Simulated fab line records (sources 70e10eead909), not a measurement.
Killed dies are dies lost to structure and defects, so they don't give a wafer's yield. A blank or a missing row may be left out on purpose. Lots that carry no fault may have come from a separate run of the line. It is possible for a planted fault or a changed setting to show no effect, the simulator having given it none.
Which tool is to blame?    flow nand-harc    Sampling: 6 lots, 18 wafers, 5 of 1302 route steps

== WHAT THE GAUGES READ, wafer by wafer ==
NHARC_END_SORT_01.
lot   measured      on         defect-limited-yield (%)
L306  day 29 18:31  prober-01  90.5 91.7
L309  day 31 19:11  prober-01  89.8 93.6 88.2

== TOOL THAT RAN EACH LOT (tool first, then ch and the chambers of the sampled wafers, then the start) ==
lot   NHARC_P_BONDPAD_PVD_17        NHARC_THIN_TSV_DEGAS_49       NHARC_THIN_TSV_CMP_21          NHARC_THIN_TSV_STRIP_56
L295  pvd-sputter-02, day 7 10:55   pvd-sputter-03, day 24 08:18  cmp-04 ch 1,2, day 24 09:57    plasma-asher-01 ch 0,1, day 24 12:14
L301  pvd-sputter-01, day 10 00:25  pvd-sputter-01, day 26 17:16  cmp-04 ch 0,3, day 26 18:49    plasma-asher-01 ch 0,1, day 26 21:25
L303  pvd-sputter-01, day 10 21:56  pvd-sputter-02, day 28 05:24  cmp-02 ch 0,1,3, day 28 06:55  plasma-asher-02 ch 0,1, day 28 09:02
L306  pvd-sputter-01, day 12 00:32  pvd-sputter-02, day 29 04:57  cmp-02 ch 0,3, day 29 06:29    plasma-asher-02 ch 0,1, day 29 08:44
L309  pvd-sputter-01, day 13 15:11  pvd-sputter-02, day 30 23:08  cmp-04 ch 0,1,3, day 31 00:43  plasma-asher-02 ch 0,1, day 31 02:55
L315  pvd-sputter-02, day 15 21:26  pvd-sputter-03, day 32 22:23  cmp-04 ch 0,2,3, day 32 23:58  plasma-asher-02 ch 0,1, day 33 02:06
- NHARC_P_BONDPAD_PVD_17: deposits TaN, target thk 5 nm, time 8.06 s.
- NHARC_THIN_TSV_DEGAS_49: time 120 s.
- NHARC_THIN_TSV_CMP_21: polishes, t overpolish 30 s, target thk 2000 nm.
- NHARC_THIN_TSV_STRIP_56: strips in O2.

== THE ANSWER, worked out from the rows above alone ==
Rule: what is usual is taken from the lots themselves. The widest of any qualifying gaps counts: lots, ordered by their means at a reading, are off when they make up no more than a third of the lots, leave a main group of 4 or more, and stand apart from it by 3 or more times the standard deviation of that group's means. The tables above print the reading to a certain number of digits; a main group whose means all agree to those digits is not used. A lot without any number at a reading at which 4 lots or more have one is off too. Where the step has rows for the other lots, those lots are counted as sound.
No lot is off on any of the readings shown, so nothing can be concluded from this.

== WHAT HAD BEEN PUT IN BY THE SIMULATOR ==
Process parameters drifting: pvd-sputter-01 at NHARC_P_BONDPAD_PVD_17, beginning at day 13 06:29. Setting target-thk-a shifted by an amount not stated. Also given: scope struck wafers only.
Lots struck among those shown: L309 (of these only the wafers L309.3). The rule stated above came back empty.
